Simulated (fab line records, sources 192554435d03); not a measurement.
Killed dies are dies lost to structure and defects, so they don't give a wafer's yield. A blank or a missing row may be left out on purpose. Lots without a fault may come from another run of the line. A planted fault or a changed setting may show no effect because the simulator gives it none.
Problem report in the 8D (eight disciplines) form, filled by code | flow n5_finfet | the parts of the form that need people (team, actions taken, sign-off) are left out

1. THE PROBLEM
killed_at_M4_up at N5_PASSIVATION_PROBE_49 reads a mean of 64 on 2 wafers of 1 lot; wafers without a fault read 13 with a standard deviation of 5.2. That is +9.8 standard deviations from the usual mean.
First seen on wafer L691.2, day 15 21:07, on prober-01. The record holds 6 wafers of 2 lots with a number at this step. Rule for "out", or "out of limits": more than 4 standard deviations from the usual mean. The other wafers with a number count as sound.

2. WHAT IT IS AND WHAT IT IS NOT
question                    | is                | is not
which readings at this step | killed_at_M4_up   | killed_at_M0_to_M3, killed_at_contacts, killed_open, killed_short, sort_bin_6_memory
which lots                  | L691              | L694
which wafers of those lots  | L691.2, L691.6    | L691.3
read on which tools         | prober-01         | -
when                        | from day 15 21:07 | up to then (0 sound wafers); but 4 sound wafers of L691, L694 came after

3. SUSPECTS, AND WHAT RULES EACH OUT
Counting: a tool at a process step up to the reading stays a suspect if it ran every lot that is out. Sound lots after the first of them don't rule it out here, since some wafers of a struck lot are sound.
- rie_diel-04 at N5_BEOL_M6_ETCH_61 (etches SiARC in CF4, target depth 45.5 nm, time 75.8 s): kept. It ran the lot that is out, L691 (day 11 14:58).
- rie_diel-04 at N5_BEOL_M6_STRIP_67 (strips in CF4): kept. It ran the lot that is out, L691 (day 11 15:10).
- prober-01 at N5_PASSIVATION_PROBE_49: kept. It ran the lot that is out, L691 (day 15 21:07). Its own readings are out on those wafers: killed_at_M4_up.
- Within rie_diel-04 at N5_BEOL_M6_ETCH_61: the wafers that are out ran in chamber 1; their sound lot-mates ran in chamber 2.
- Within rie_diel-04 at N5_BEOL_M6_STRIP_67: the wafers that are out ran in chamber 1; their sound lot-mates ran in chamber 2.
Left after counting: rie_diel-04 at N5_BEOL_M6_ETCH_61, rie_diel-04 at N5_BEOL_M6_STRIP_67, prober-01 at N5_PASSIVATION_PROBE_49.

4. THE CAUSE (what the simulator had put in)
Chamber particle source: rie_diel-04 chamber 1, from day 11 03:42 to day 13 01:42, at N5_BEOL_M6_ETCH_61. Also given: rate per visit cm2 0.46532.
Counting left 3 suspects, and this tool is among them.

5. THE CHAIN OF EFFECTS, in route order
Each row: a reading whose mean over the struck wafers that have a number lies more than 3 standard deviations from the usual. Only readings for which the record gives a usual standard deviation are gone through. hours: the time from each lot's start at the first step in this table that gives one to its start at this step, as a median over the lots. sigmas: the change in usual standard deviations.
hours | step                    | reading          | usual | on struck wafers | change | sigmas
0     | N5_BEOL_M6_INSPECT_30   | raw_defect_count | 417   | 743              | +326   | +3.4
101   | N5_PASSIVATION_PROBE_49 | killed_at_M4_up  | 13    | 64               | +51    | +9.8
101   | N5_PASSIVATION_PROBE_49 | killed_on_rim    | 13    | 32               | +18    | +4.3
The process steps in it:
- N5_PASSIVATION_PROBE_49

6. WHAT WOULD HAVE CAUGHT IT SOONER
In this record the first reading out of limits was taken at day 15 21:07, 113 hours after the fault began at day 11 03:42.
Of the tool readings at N5_BEOL_M6_ETCH_61 for which the record gives a usual standard deviation, none was out on any struck wafer, so an alarm limit of 4 standard deviations on them would not have fired.
All the lots that are out (1) had begun N5_BEOL_M6_ETCH_61 on rie_diel-04 by day 15 21:07. A hold on the tool at that time would have spared none of them.
